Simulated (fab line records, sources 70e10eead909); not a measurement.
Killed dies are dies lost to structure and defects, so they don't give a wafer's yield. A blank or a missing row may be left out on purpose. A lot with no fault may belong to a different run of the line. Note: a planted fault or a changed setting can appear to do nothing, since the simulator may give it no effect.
Check for tools in common + flow nand_harc + 11 lots, 33 wafers sampled

## REASON FOR OPENING
On 4 of the 11 lots, a flag is raised at NHARC_A_CHANNEL_HOLE_D1_CD_MEAS_10 on the reading cd_nm. Wafers without a fault read 99.6 nm, standard deviation 0.68.
Rule: a lot gets a flag if all its wafers with a number sit over 4 standard deviations from that mean, or if no wafer of it has a number. The other lots count as sound.

| lot  | measured     | on        | cd_nm (nm), wafer by wafer | flag    |
|------|--------------|-----------|----------------------------|---------|
| L467 | day 8 12:54  | cd_sem-02 | 100.3 100.4 99.8           |         |
| L473 | day 10 10:55 | cd_sem-02 | 99.1 98.4 99.5             |         |
| L475 | day 10 12:55 | cd_sem-03 | 107.9 107.6 107.3          | FLAGGED |
| L477 | day 11 11:49 | cd_sem-01 | 105.9 106.6 105.2          | FLAGGED |
| L481 | day 11 12:37 | cd_sem-02 | 105.1 105.8 105.2          | FLAGGED |
| L478 | day 11 13:37 | cd_sem-01 | 104.7 102.6 103.6          | FLAGGED |
| L479 | day 11 21:28 | cd_sem-01 | 100.8 98.8 99.0            |         |
| L483 | day 12 13:38 | cd_sem-01 | 100.4 99.0 100.3           |         |
| L485 | day 12 23:56 | cd_sem-01 | 100.3 100.4 99.7           |         |
| L488 | day 13 07:53 | cd_sem-02 | 99.4 99.6 99.9             |         |
| L487 | day 13 08:31 | cd_sem-01 | 99.7 99.5 100.5            |         |
Average over the flagged lots: 105.6 nm; offset from the usual +6.0 nm, equal to +9 standard deviations.

## EACH LOT AND THE TOOL IT RAN ON
The record holds 2 process steps before the reading, out of a route of 1159 steps. Read each cell as the tool, then ch plus the chambers that the sampled wafers visited, then the start.
| lot  | flag    | NHARC_A_CHANNEL_HOLE_D1_DEP_00 | NHARC_A_CHANNEL_HOLE_D1_EXPOSE_07  |
|------|---------|--------------------------------|------------------------------------|
| L467 |         | acl_dep-03 ch 0, day 8 10:53   | arfi_scanner-03 ch 0, day 8 12:46  |
| L473 |         | acl_dep-01 ch 0, day 10 08:24  | arfi_scanner-03 ch 0, day 10 10:46 |
| L475 | FLAGGED | acl_dep-01 ch 0, day 10 10:37  | arfi_scanner-03 ch 0, day 10 12:47 |
| L477 | FLAGGED | acl_dep-01 ch 0, day 11 09:11  | arfi_scanner-03 ch 0, day 11 11:41 |
| L481 | FLAGGED | acl_dep-02 ch 0, day 11 10:25  | arfi_scanner-03 ch 0, day 11 12:28 |
| L478 | FLAGGED | acl_dep-01 ch 0, day 11 11:05  | arfi_scanner-03 ch 0, day 11 13:28 |
| L479 |         | acl_dep-01 ch 0, day 11 19:28  | arfi_scanner-01 ch 0, day 11 21:20 |
| L483 |         | acl_dep-03 ch 0, day 12 11:18  | arfi_scanner-02 ch 0, day 12 13:30 |
| L485 |         | acl_dep-01 ch 0, day 12 21:56  | arfi_scanner-01 ch 0, day 12 23:48 |
| L488 |         | acl_dep-03 ch 0, day 13 05:32  | arfi_scanner-02 ch 0, day 13 07:44 |
| L487 |         | acl_dep-02 ch 0, day 13 06:13  | arfi_scanner-01 ch 0, day 13 08:23 |
What these steps do:
- NHARC_A_CHANNEL_HOLE_D1_DEP_00: deposits aC, target thk 3100 nm.
- NHARC_A_CHANNEL_HOLE_D1_EXPOSE_07: exposes mask HOLE D1, target cd 100 nm.
- NHARC_A_CHANNEL_HOLE_D1_CD_MEAS_10: target cd 100 nm.

## FLAGGED AGAINST TOTAL, ONE TOOL AT A TIME (gauges that did the reading follow at the end)
| step                               | tool            | lots run | flagged | share of the flagged lots | sound lots run after its first flagged lot |
|------------------------------------|-----------------|----------|---------|---------------------------|--------------------------------------------|
| NHARC_A_CHANNEL_HOLE_D1_DEP_00     | acl_dep-01      | 6        | 3       | some                      | 2 (L479,L485)                              |
| NHARC_A_CHANNEL_HOLE_D1_DEP_00     | acl_dep-02      | 2        | 1       | some                      | 1 (L487)                                   |
| NHARC_A_CHANNEL_HOLE_D1_DEP_00     | acl_dep-03      | 3        | 0       | none                      | -                                          |
| NHARC_A_CHANNEL_HOLE_D1_EXPOSE_07  | arfi_scanner-01 | 3        | 0       | none                      | -                                          |
| NHARC_A_CHANNEL_HOLE_D1_EXPOSE_07  | arfi_scanner-02 | 2        | 0       | none                      | -                                          |
| NHARC_A_CHANNEL_HOLE_D1_EXPOSE_07  | arfi_scanner-03 | 6        | 4       | all                       | 0                                          |
| NHARC_A_CHANNEL_HOLE_D1_CD_MEAS_10 | cd_sem-01       | 6        | 2       | some                      | 4 (L479,L483,L485,L487)                    |
| NHARC_A_CHANNEL_HOLE_D1_CD_MEAS_10 | cd_sem-02       | 4        | 1       | some                      | 1 (L488)                                   |
| NHARC_A_CHANNEL_HOLE_D1_CD_MEAS_10 | cd_sem-03       | 1        | 1       | some                      | 0                                          |

## WHAT THE TABLE ALLOWS
All flagged lots share 1 row of the table, namely arfi_scanner-03 at NHARC_A_CHANNEL_HOLE_D1_EXPOSE_07.
- arfi_scanner-03 at NHARC_A_CHANNEL_HOLE_D1_EXPOSE_07 ran 6 lots, 4 of them flagged. It ran its last sound lot, L473, at day 10 10:46 and its first flagged lot, L475, at day 10 12:47: a fault with its onset between the two fits. Its own readings (exposure_dose_mJ_cm2) fall more than 4 standard deviations out on all wafers of the flagged lots.
One tool is left: arfi_scanner-03 at NHARC_A_CHANNEL_HOLE_D1_EXPOSE_07.

## WHAT THE SIMULATOR HAD INSERTED
Drift in process parameters on arfi_scanner-03 at NHARC_A_CHANNEL_HOLE_D1_EXPOSE_07, starting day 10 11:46. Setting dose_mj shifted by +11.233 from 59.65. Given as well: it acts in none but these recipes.
Shown lots that were struck: L475, L477, L481, L478. The rule above reached the same finding.
